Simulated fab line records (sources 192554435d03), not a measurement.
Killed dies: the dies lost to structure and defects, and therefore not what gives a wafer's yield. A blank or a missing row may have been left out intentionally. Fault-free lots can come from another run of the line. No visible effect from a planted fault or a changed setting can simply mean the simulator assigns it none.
fab line records ; flow n5Finfet
[record] lots = 4; wafers = 12; lastDay = 18
route steps=1938 shown BEOL_M1@831 BEOL_M2@841 BEOL_M4@1111
lots untouched by any fault: they come from a run of this same line in which no faults occurred
startH: hours from the record's first day to the start of the lot's first wafer shown ; waitH: how many hours have passed since the lot's step before this one ; " unchanged from the row above ; L1.1+2: one row covering several wafers at once ; - either no value or no given start ; * or withheld: withheld ; < > ~ a bound
route shown NAME@n: NAME is a module with steps in the file, n the number in the route of the first one ; usual: average and standard deviation across the fault-free wafers ; same: alike in all rows ; chamber/n: place in a boat ; sites: each site's reading ; _std_site: the standard deviation of these ; _edge_site: mean of outer sites minus mean of inner sites ; radiusMm: how far each site lies from the wafer's centre ; mask NAME#n: copy n ; behind: the most recent tool/chamber to have shaped the wafer ; hold: cause of the lot's hold/its duration in hours/its outcome ; device: which transistor (n, p or np) failed to switch ; end of line: tests run on the same wafers once the route is complete ; where a step has no rows: the recipe by itself ; killed: dies lost to structure and defects at the first sort, not the wafer's yield ; map: a wafer's dies, x killed, . not, _ none there
set.NAME: the run value of the setting; set.NAME@STEP: its run value at that earlier step ; model.NAME: the simulator's own value behind a step, which no gauge read
lots at selected steps of the route; one table per step, one row per wafer
services: from which hour (startH, from the record's first day; less than 0 if before it) a tool's chamber was out of use, for how many hours, and why
[[steps]]
[step N5_BEOL_M1_ECD_50]
[recipe] material = Cu; targetThkA = 3000
[step N5_BEOL_M1_ANNEAL_51]
[recipe] tempC = 225; timeS = 90; ambient = N2
[step N5_BEOL_M1_CMP_52]
[recipe] stopOn = SiOC; tOverpolishS = 6.8; downForcePsi = 1; platenRpm = 50; clearingPlatenDownForcePsi = 1.5; clearingPlatenRpm = 50; postCmpClean = cuAlkaline; targetThkNm = 40; clearingPlatenPadVelocityMS = 0.99484; padVelocityMS = 0.99484
[step N5_BEOL_M1_PRE_CLEAN_60]
[recipe] gas = NH3/H2; timeS = 15; tempC = *; rfPowerW = 300
[step N5_BEOL_M1_CO_CAP_55]
[recipe] material = Co; targetThkA = 20; tempC = 200; precursor = CCTBA/H2; pressureTorr = 30; timeS = 102.1
[step N5_BEOL_M1_PRE_CLEAN_56]
[recipe] gas = NH3; timeS = 15; tempC = withheld; rfPowerW = 300
[step N5_BEOL_M1_DEP_57]
[recipe] material = SiCN; targetThkA = 80; tempC = withheld; precursor = 3MS/NH3; pressureTorr = 3; rfW = 202; timeS = 14
[step N5_BEOL_M2_ILD_DEP_00]
[recipe] material = SiOC; targetThkA = 790; tempC = 350; precursor = DEMS/O2; pressureTorr = 5; rfW = 500; timeS = 15.3
[step N5_BEOL_M2_PECVD_72]
[recipe] material = SiO2; targetThkA = 160; tempC = 400; precursor = TEOS/O2; pressureTorr = 5.5; rfW = 450; teosFlowSccm = 53.8; gas = O2; flowSccm = 3000; timeS = 18
[usual] heaterPowerW = 769/110; showerheadPlenumPTorr = 8.77/0.068; throttleValvePct = 22.0/0.76
lot.wafer;tool;chamber;startH;waitH;heaterPowerW;showerheadPlenumPTorr;throttleValvePct;model.SiO2_of_BEOL_M2_PECVD_72.thkNm
L660.2;pecvd-01;1;188.26;0.0;907;8.72;23.1;15.6
L660.5;pecvd-01;0;188.26;0.0;791;8.81;21.4;16
L660.6;pecvd-01;1;188.26;0.0;881;8.72;23.1;15.8
L670.2;pecvd-01;1;246.99;0.0;897;8.71;23.0;11.4
L670.5;pecvd-01;0;246.99;0.0;725;8.79;21.4;16.4
L670.6;pecvd-01;2;246.99;0.0;778;8.72;20.7;11.6
L671.1;pecvd-01;2;247.35;0.0;748;8.70;20.9;15.8
L671.5;pecvd-01;0;247.35;0.0;758;8.79;21.7;15.8
L671.6;pecvd-01;2;247.35;0.0;758;8.71;21.0;11.2
L672.1;pecvd-03;1;256.20;0.0;672;8.85;21.9;15.4
L672.2;pecvd-03;2;256.20;0.0;953;8.75;20.5;15.8
L672.4;pecvd-03;2;256.20;0.0;747;8.75;20.9;16
[step N5_BEOL_M2_HM_DEP_02]
[recipe] material = TiN; targetThkA = 200; tempC = 25; chamberPressurePa = 0.49996
[step N5_BEOL_M2_COAT_61]
[recipe] resist = SOC; tempC = 250; timeS = 60; spinRpm = 1500; resistThkNm = 60
[step N5_BEOL_M2_COAT_62]
[recipe] resist = SiARC; tempC = 220; timeS = 60; spinRpm = 1500; resistThkNm = 12
[step N5_BEOL_M2_COAT_73]
[recipe] resist = underlayer; tempC = 205; timeS = 60; spinRpm = 1500; resistThkNm = 5
[step N5_BEOL_M2_COAT_05]
[recipe] resist = CAR-EUV; spinRpm = 1500; resistThkNm = 30
[step N5_BEOL_M2_EBR_07]
[recipe] solvent = PGMEA; ebrWidthMm = 1.5
[step N5_BEOL_M2_SOFTBAKE_06]
[recipe] tempC = 110; timeS = 60; resist = CAR-EUV
[step N5_BEOL_M2_EXPOSE_08]
[recipe] maskId = M2; na = 0.33; sourceShape = dipole; sigmaInner = 0.369; sigmaOuter = 0.767; polarization = unpolarized; doseMj = 41.25
[step N5_BEOL_M2_PEB_09]
[recipe] pebTempC = 100; pebTimeS = 60; resist = CAR-EUV
[step N5_BEOL_M2_DEVELOP_10]
[recipe] developTimeS = 30; developer = TMAH; resist = CAR-EUV; rinseLiquid = surfactantRinse; dry = airSpin; devTempC = 23
[step N5_BEOL_M2_DESCUM_16]
[recipe] chemistry = O2; timeS = 7; sourcePowerW = 50; biasPowerW = 20; pressureMtorr = 20; rfFrequencyHz = 2.712e+07; tempC = 40; resist = CAR-EUV; o2FlowSccm = 225
[step N5_BEOL_M2_ETCH_74]
[recipe] chemistry = N2/H2; target = underlayer; targetDepthA = 65; maskMaterial = CAR-EUV; timeS = 5.2; ionEnergyEv = 200; pressureMtorr = 30; sourceW = 840; biasW = 150; n2FlowSccm = 200; h2FlowSccm = 200; ends = cleared
[step N5_BEOL_M2_ETCH_63]
[recipe] chemistry = CF4; target = SiARC; targetDepthA = 156; maskMaterial = CAR-EUV; timeS = 26; ionEnergyEv = 80; pressureMtorr = 40; sourceW = 545; biasW = 36; Ar_flow_sccm = 100; cf4FlowSccm = 100; ends = cleared
[step N5_BEOL_M2_ETCH_64]
[recipe] chemistry = N2/H2; target = SOC; targetDepthA = 750; overetchA = 225; maskMaterial = SiARC; tempC = 40; timeS = 121.9; ionEnergyEv = 200; pressureMtorr = 30; sourceW = 840; biasW = 150; n2FlowSccm = 200; h2FlowSccm = 200
[step N5_BEOL_M2_STRIP_65]
[recipe] chemistry = N2/H2; tempC = 40; n2FlowSccm = 200; h2FlowSccm = 200; rfFrequencyHz = 6e+07
[step N5_BEOL_M2_STRIP_75]
[recipe] chemistry = N2/H2; tempC = 40; n2FlowSccm = 200; h2FlowSccm = 200; rfFrequencyHz = 6e+07
[step N5_BEOL_M2_STRIP_66]
[recipe] chemistry = CF4; resist = SiARC; powerW = 300; biasPowerW = 75; pressureMtorr = 50; cf4FlowSccm = 150; rfFrequencyHz = 6e+07
[step N5_BEOL_M2_HM_OPEN_17]
[recipe] chemistry = Cl2/BCl3; targetDepthA = 200; overetchA = 60; target = TiN; maskMaterial = SOC; ionEnergyEv = 150; pressureMtorr = 10; icpW = 1000; biasW = 126; Cl2_flow_sccm = 53.25; bcl3FlowSccm = 21.75; Ar_flow_sccm = 25
[step N5_BEOL_M2_STRIP_19]
[recipe] chemistry = O2; powerW = 400; tempC = 40; pressureMtorr = 30; rfFrequencyHz = 6e+07; biasPowerW = 0; overashFraction = 0.2; o2FlowSccm = 225
[step N5_BEOL_M2_COAT_67]
[recipe] resist = SOC; tempC = 250; timeS = 60; spinRpm = 1500; resistThkNm = 60
[step N5_BEOL_M2_COAT_68]
[recipe] resist = SiARC; tempC = 220; timeS = 60; spinRpm = 1500; resistThkNm = 12
[step N5_BEOL_M2_COAT_76]
[recipe] resist = underlayer; tempC = 205; timeS = 60; spinRpm = 1500; resistThkNm = 5
[step N5_BEOL_M2_COAT_22]
[recipe] resist = CAR-EUV; spinRpm = 1500; resistThkNm = 30
[step N5_BEOL_M2_EBR_24]
[recipe] solvent = PGMEA; ebrWidthMm = 1.5
[step N5_BEOL_M2_SOFTBAKE_23]
[recipe] tempC = 110; timeS = 60; resist = CAR-EUV
[step N5_BEOL_M2_HM_STRIP_39]
[recipe] chemistry = peroxideTinStrip; material = TiN; targetDepthA = 250; tempC = 50; timeS = 158
lot.wafer;tool;chamber;startH;waitH;model.SiO2_of_BEOL_M2_PECVD_72.thkNm
L660.2+6;wetBench-01;5,6;221.28;0.0;15.6
L660.5;wetBench-01;2;221.28;0.0;15.8
L671.1;wetBench-01;6;251.50;0.0;15.6
L671.5;wetBench-01;2;251.50;0.0;15.8
L671.6;wetBench-01;1;251.50;0.0;11
L670.2;wetBench-01;4;275.16;0.0;11.2
L670.5;wetBench-01;3;275.16;0.0;16.2
L670.6;wetBench-01;1;275.16;0.0;11.4
L672.1;wetBench-01;7;287.06;0.0;15.4
L672.2;wetBench-01;3;287.06;0.0;15.6
L672.4;wetBench-01;5;287.06;0.0;16
[step N5_BEOL_M2_CMP_52]
[recipe] stopOn = SiOC; tOverpolishS = 6.8; downForcePsi = 1; platenRpm = 50; clearingPlatenDownForcePsi = 1.5; clearingPlatenRpm = 50; postCmpClean = cuAlkaline; targetThkNm = 40; clearingPlatenPadVelocityMS = 0.99484; padVelocityMS = 0.99484
[usual] barrierFieldEndpointS = 24.7/0.6; motorCurrentA = 6.2/0.75
lot.wafer;tool;chamber;startH;waitH;barrierFieldEndpointS;motorCurrentA
L660.2;cmp-04;1;224.86;0.3;23.8;6.8
L660.6;cmp-04;2;224.86;0.3;24.4;5.7
L660.5;cmp-04;3;224.86;0.3;24.8;5.8
L671.1;cmp-04;1;255.03;0.3;24.2;6.4
L671.6;cmp-04;3;255.03;0.3;19.3;5.8
L671.5;cmp-04;0;255.03;0.3;24.8;6.6
L670.2;cmp-02;3;278.65;0.2;20.0;5.8
L670.5;cmp-02;3;278.65;0.2;25.5;5.5
L670.6;cmp-02;0;278.65;0.2;20.5;7.4
L672.1;cmp-02;2;290.42;0.3;24.2;6.9
L672.2;cmp-02;0;290.42;0.3;25.5;7.4
L672.4;cmp-02;1;290.42;0.3;25.7;5.3
[step N5_BEOL_M4_RC_MEAS_101]
[usual] DIBL_N = 36.0/1.3; DIBL_P = 36.2/1.7; IOFF_N = 0.155/0.024; IOFF_P = 0.21/0.034; ION_N = 674/9; ION_P = 463/7.1; SS_N = 71.4/0.5; SS_P = 73.4/0.57; VT_N = 250.0/2.8; VT_P = -251/3.2
lot.wafer;tool;chamber;startH;waitH;DIBL_N[mV/V];DIBL_P[mV/V];IOFF_N[nA/um];IOFF_P[nA/um];ION_N[uA/um];ION_P[uA/um];SS_N[mV/dec];SS_P[mV/dec];VT_N[mV];VT_P[mV]
L660.2;prober-01;0;269.26;0.2;35.8;36.6;0.137;0.18;663;459;71.5;73.2;253.7;-253
L660.5;prober-01;0;269.26;0.2;37.9;39.0;0.175;0.20;676;464;71.0;73.4;251.0;-252
L660.6;prober-01;0;269.26;0.2;36.9;37.7;0.148;0.19;669;461;72.1;73.9;251.3;-252
L671.1;prober-02;0;295.87;0.0;37.2;37.1;0.167;0.27;682;473;71.1;73.8;246.3;-246
L671.5;prober-02;0;295.87;0.0;38.9;39.1;0.200;0.32;689;483;71.7;74.3;245.4;-243
L671.6;prober-02;0;295.87;0.0;39.7;40.0;0.219;0.33;702;479;71.8;74.2;245.5;-242
L670.2;prober-01;0;322.36;0.2;33.4;35.8;0.125;0.17;667;459;71.7;73.2;251.8;-253
L670.5;prober-01;0;322.36;0.2;36.2;38.4;0.159;0.21;682;458;72.4;73.3;248.4;-250
L670.6;prober-01;0;322.36;0.2;35.4;38.5;0.154;0.21;692;468;71.7;73.6;251.9;-250
L672.1;prober-01;0;327.21;0.0;36.0;35.8;0.151;0.23;683;470;72.1;73.0;251.5;-248
L672.2;prober-01;0;327.21;0.0;37.4;37.8;0.175;0.26;684;477;71.5;73.9;246.8;-245
L672.4;prober-01;0;327.21;0.0;37.0;36.7;0.169;0.24;678;469;72.1;73.8;250.7;-248
[[services]]
tool;chamber;startH;hours;kind
pecvd-01;1;177.48;-;calibration
cmp-02;-;182.48;4.0;pm
cmp-02;-;186.48;-;consumableReplace:conditioner
cmp-02;-;186.48;-;consumableReplace:pad
cmp-04;-;196.76;2.9;repair
cmp-02;-;198.37;3.8;pm
pecvd-03;2;202.38;-;clean
pecvd-03;2;202.38;-;consumableReplace:showerhead
pecvd-03;2;202.38;29.0;scheduledDown
pecvd-03;2;202.38;29.0;ventCycle
pecvd-01;-;242.61;1.4;repair
cmp-04;-;247.41;4.0;pm
cmp-04;-;251.41;-;consumableReplace:conditioner
cmp-04;-;251.41;-;consumableReplace:pad
pecvd-01;1;252.95;6.0;repair
pecvd-03;1;272.94;2.1;scheduledDown
[[key]]
[firstSign] step = N5_BEOL_M2_CMP_52; reading = barrierFieldEndpointS; direction = down; sigmas = 8; usual = 24.7; struck = 19.9
effect none on later readings
[modelEffect] step = N5_BEOL_M2_PECVD_72; value = SiO2_of_BEOL_M2_PECVD_72.thkNm; without = 15.93; struck = 11.4
[modelEffect] step = N5_BEOL_M2_HM_STRIP_39; value = SiO2_of_BEOL_M2_PECVD_72.thkNm; without = 15.8; struck = 11.2
metAt N5_BEOL_M2_PECVD_72
struckWafers L670.2,L670.6,L671.6
onsetBetween 188.26 246.99
[fault] kind = processParameterDrift; tool = pecvd-01; chamber = -; onsetH = 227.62; steps = N5_BEOL_M2_PECVD_72; channel = timeS; offset = *; shape = step; endH = 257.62; scope = struckWafersOnly; actsIn = *; stated = *
